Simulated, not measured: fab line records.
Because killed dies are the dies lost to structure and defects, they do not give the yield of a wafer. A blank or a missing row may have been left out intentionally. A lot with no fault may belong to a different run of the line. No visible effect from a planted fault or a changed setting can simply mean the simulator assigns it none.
Problem report in the 8D (eight disciplines) form, filled by code | flow n5 finfet | the parts of the form that need people (team, actions taken, sign-off) are left out

== 1. PROBLEM STATEMENT ==
Wafers free of any fault read 17.94 nm (standard deviation 0.078) for MD_CAP_THK at N5_MOL_CONTACT_COAG_THK_MEAS_29, against a mean of 32.44 nm on 4 wafers of 3 lots. That is +99 or more standard deviations from the usual mean.
The first sign was on wafer L298.2 at day 6 14:55, on film metro-02. At this step, 12 wafers from 5 lots have a number in the record. Rule for "out", or "out of limits": more than 4 standard deviations from the usual mean. Any other wafer with a number is counted as sound.

== 2. WHAT IT IS; WHAT IT IS NOT ==
question                    | is                             | is not
which readings at this step | MD_CAP_THK                     | -
which lots                  | L298, L300, L302               | L292, L305
which wafers of those lots  | L298.2, L300.2, L300.3, L302.3 | L298.6, L302.1
read on which gauges        | film metro-02                  | film metro-01
when                        | from day 6 14:55               | up to then (4 sound wafers); but 4 sound wafers of L302, L305 came after

== 3. WHAT RULES OUT EACH SUSPECT ==
Counting: a tool at a process step up to the reading stays a suspect if it ran every lot that is out. Sound lots after the first of them don't rule it out here, since some wafers of a struck lot are sound.
- the gauge at N5_MOL_CONTACT_COAG_THK_MEAS_29 has been ruled out. All the wafers that are out were read on film metro-02, but those of them that N5_GATE_CUT_ETCH_19 has rows for are out there too, on other tools.
- ald sin-02 at N5_GATE_CUT_SAC_CAP_01 (material SiNx, target thk 24 nm, pulse time 1 s, ald cycles 480): kept. Ran every lot that is out, first one L298 (day 5 23:23); last sound lot up to then L292 (day 4 11:40).
Left after counting: ald sin-02 at N5_GATE_CUT_SAC_CAP_01.

== 4. THE CAUSE (what the simulator had put in) ==
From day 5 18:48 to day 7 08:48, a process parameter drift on ald sin-02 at N5_GATE_CUT_SAC_CAP_01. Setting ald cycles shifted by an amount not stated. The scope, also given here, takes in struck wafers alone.
This tool alone remained once counting was done.

== 5. THE EFFECT CHAIN, in route order ==
Rows list readings where the struck wafers' mean (over those with a number) sits beyond 3 standard deviations from the usual. Only readings for which the record gives a usual standard deviation are gone through. hours: the time from each lot's start at the first step in this table that gives one to its start at this step, as a median over the lots. sigmas: the change in usual standard deviations.
hours | step                            | reading           | usual    | on struck wafers | change | sigmas
0     | N5_GATE_CUT_ETCH_19             | etch rf on time s | 76.9 s   | 72.3             | -4.6   | -4.8
12    | N5_MOL_CONTACT_COAG_THK_MEAS_29 | MD_CAP_THK        | 17.94 nm | 32.44            | +14.50 | +99 or more
14    | N5_MOL_CONTACT_COAG_ETCH_47     | etch rf on time s | 31.3 s   | 50.8             | +19.5  | +34
It contains these process steps:
- N5_GATE_CUT_ETCH_19: etches SiNx in CH3F/O2, target depth 53.7 nm, time 76.7 s.
- N5_MOL_CONTACT_COAG_ETCH_47: etches SiNx in CH3F/O2, stops on W, target depth 27 nm.

== 6. HOW IT WOULD HAVE BEEN CAUGHT EARLIER ==
20 hours passed between the start of the fault at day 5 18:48 and the first reading out of limits at a measuring or inspecting step in this record, taken at day 6 14:55.
Of the tool readings at N5_GATE_CUT_SAC_CAP_01 for which the record gives a usual standard deviation, none was out on any struck wafer, so an alarm limit of 4 standard deviations on them would not have fired.
L302, from the lots that are out (3), started N5_GATE_CUT_SAC_CAP_01 on ald sin-02 later than day 6 14:55. Putting the tool on hold at that point would have spared it.
